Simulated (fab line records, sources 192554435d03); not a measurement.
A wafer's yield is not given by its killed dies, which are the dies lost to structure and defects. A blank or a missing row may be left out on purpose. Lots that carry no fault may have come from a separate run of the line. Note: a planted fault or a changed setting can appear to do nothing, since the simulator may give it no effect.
Chamber matching	flow n5_finfet	4 sister chambers for N5_FIN_SAQP_MANDREL_ETCH_58 on rie_si-04
The step etches a-Si in HBr/Cl2, stops on SiNx, target depth 45 nm, bt time 10 s, time 27 s. 8 wafers are shown with their chamber, then 8 later ones without.

WAFERS, EACH WITH ITS CHAMBER
wafer	chamber	throttle_valve_pct (%)	drypump_motor_current_A (A)
L075.4	0	36.02	6.0
L084.2	0	36.02	6.1
L093.2	1	35.51	5.6
L093.5	2	35.26	5.7
L094.1	1	35.49	5.6
L094.2	2	35.29	5.7
L094.4	3	35.33	5.5
L095.1	3	35.34	5.5

WAFERS MISSING THEIR CHAMBER
wafer	throttle_valve_pct (%)	drypump_motor_current_A (A)
L095.3	35.27	5.7
L095.6	36.02	6.1
L096.2	35.27	5.7
L096.5	36.01	6.1
L096.6	35.32	5.5
L097.1	36.02	6.0
L097.4	35.24	5.7
L097.6	35.46	5.7

THE CHAMBER EACH PASSED THROUGH
wafer	from the rows above	in truth
L095.3	2	2
L095.6	0	0
L096.2	2	2
L096.5	0	0
L096.6	3	3
L097.1	0	0
L097.4	2	2
L097.6	1	1
Placed correctly: 8 of 8. From these rows, 0 cannot be placed. Number placed wrongly: 0.
How it was worked out, from the rows above alone: a wafer's distance from a chamber is the root of the sum, over the readings, of the square of ((its reading less the chamber's mean) divided by the reading's scatter). If the next closest chamber is less than 2 further off than the closest, the wafer can't be placed; otherwise it belongs to the closest. The mean given for a chamber averages the wafers shown for that chamber. The scatter: the root of (the sum of the squares of (reading less its chamber's mean) over the shown wafers, divided by (wafers less chambers)).
